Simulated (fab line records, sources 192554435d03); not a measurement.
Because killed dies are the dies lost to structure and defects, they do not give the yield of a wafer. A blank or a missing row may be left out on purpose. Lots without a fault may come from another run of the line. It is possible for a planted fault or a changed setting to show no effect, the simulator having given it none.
Split-lot trial + flow n5_finfet + on a route of 1938 steps: 7 lots, 21 wafers read

== ABOUT THE SPLIT ==
At N5_HKMG_FIN_ETCH_54 (etches SiARC in CF4, target depth 45.5 nm, time 75.8 s), the setting bias_w was moved away from the recipe's 36 W on 2 of the 21 wafers read, by +6.2% to +6.8%. For the rest of the wafers, this setting stayed at what the recipe calls for.

The reading is taken at the split's own step.

== THE READING ==
rf_vpp_V, in V, at N5_HKMG_FIN_ETCH_54 (etches SiARC in CF4, target depth 45.5 nm, time 75.8 s). On this fab line, fault-free wafers typically give 183.8 V with a standard deviation of 1.2 V.

| wafer  | tool, chamber at the split | bias_w as run, W | against the recipe | rf_vpp_V, V | against lot-mates on the recipe |
|--------|----------------------------|------------------|--------------------|-------------|---------------------------------|
| L074.1 | rie_diel-01, 1             | 36               | recipe             | 183.9       | -                               |
| L074.2 | rie_diel-01, 2             | 36               | recipe             | 184.0       | -                               |
| L074.5 | rie_diel-01, 1             | 36               | recipe             | 184.8       | -                               |
| L080.1 | rie_diel-05, 1             | 38.22            | +6.2%              | 190.5       | +7.0                            |
| L080.2 | rie_diel-05, 0             | 36               | recipe             | 183.6       | -                               |
| L080.5 | rie_diel-05, 1             | 36               | recipe             | 183.4       | -                               |
| L081.1 | rie_diel-05, 3             | 36               | recipe             | 183.3       | -                               |
| L081.2 | rie_diel-05, 2             | 36               | recipe             | 183.0       | -                               |
| L081.5 | rie_diel-05, 3             | 38.46            | +6.8%              | 193.9       | +10.8                           |
| L084.1 | rie_diel-01, 0             | 36               | recipe             | 183.3       | -                               |
| L084.2 | rie_diel-01, 2             | 36               | recipe             | 184.0       | -                               |
| L084.4 | rie_diel-01, 3             | 36               | recipe             | 184.8       | -                               |
| L086.1 | rie_diel-04, 2             | 36               | recipe             | 184.3       | -                               |
| L086.3 | rie_diel-04, 3             | 36               | recipe             | 184.4       | -                               |
| L086.5 | rie_diel-04, 2             | 36               | recipe             | 184.6       | -                               |
| L087.3 | rie_diel-05, 1             | 36               | recipe             | 182.6       | -                               |
| L087.5 | rie_diel-05, 2             | 36               | recipe             | 182.5       | -                               |
| L087.6 | rie_diel-05, 1             | 36               | recipe             | 182.7       | -                               |
| L091.4 | rie_diel-05, 1             | 36               | recipe             | 183.9       | -                               |
| L091.5 | rie_diel-05, 3             | 36               | recipe             | 186.0       | -                               |
| L091.6 | rie_diel-05, 2             | 36               | recipe             | 182.5       | -                               |

THE FIT
A straight line over all 21 wafers: rf_vpp_V changes by +1.31 V for each +1% of bias_w; r = +0.94; the points scatter about the line by 0.99 V.
The same after taking each lot's own level away (the mean of its wafers on the recipe; 21 wafers): +1.38 V for each +1%; r = +0.96; scatter 0.79 V.
Per that fit: largest bias_w move, reading shift of 9.4 V.
From 182.60 to 184.43 V: that is the span of the lots' own levels, equal to 1.5 times the standard deviation above.
Hence the lot-to-lot level has little effect on the slope; both slopes agree.
Check: +7.76 V against its lot-mates is what the line predicts for one of the wafers moved furthest among these (+6.8%) when that wafer is left out of the fit. Against them it came out at +10.8 V.
Tool readings at the split's step, against how far the setting was moved: rf_vpp_V r = +0.94.

== THESE WAFERS: OTHER SPLITS ==
These wafers also went through other splits before the reading. Each is held against what the fit with the lots' levels taken away leaves over:
| other split on the same wafers            | wafers away from the commonest value | r with rf_vpp_V (lot level and that fit taken away) |
|-------------------------------------------|--------------------------------------|-----------------------------------------------------|
| N5_WELL_APT_COAT_02 spin_rpm              | 5                                    | +0.26                                               |
| N5_PMOS_HMC_CHANNEL_EPI_PEB_07 peb_time_s | 5                                    | +0.02                                               |
| N5_SPACER0_ALD_00 ald_cycles              | 6                                    | -0.04                                               |
| N5_SD_EPI_N_PEB_07 peb_temp_c             | 6                                    | -0.24                                               |
| N5_SD_EPI_N_ETCH_35 source_w              | 10                                   | +0.09                                               |
| N5_SDB_COAT_03 spin_rpm                   | 6                                    | -0.06                                               |
| N5_SDB_COAT_05 spin_rpm                   | 6                                    | +0.00                                               |

== FILE'S OWN FIT ==
rf_vpp_V changes by +1.37 V for each +1% of bias_w, r = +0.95.
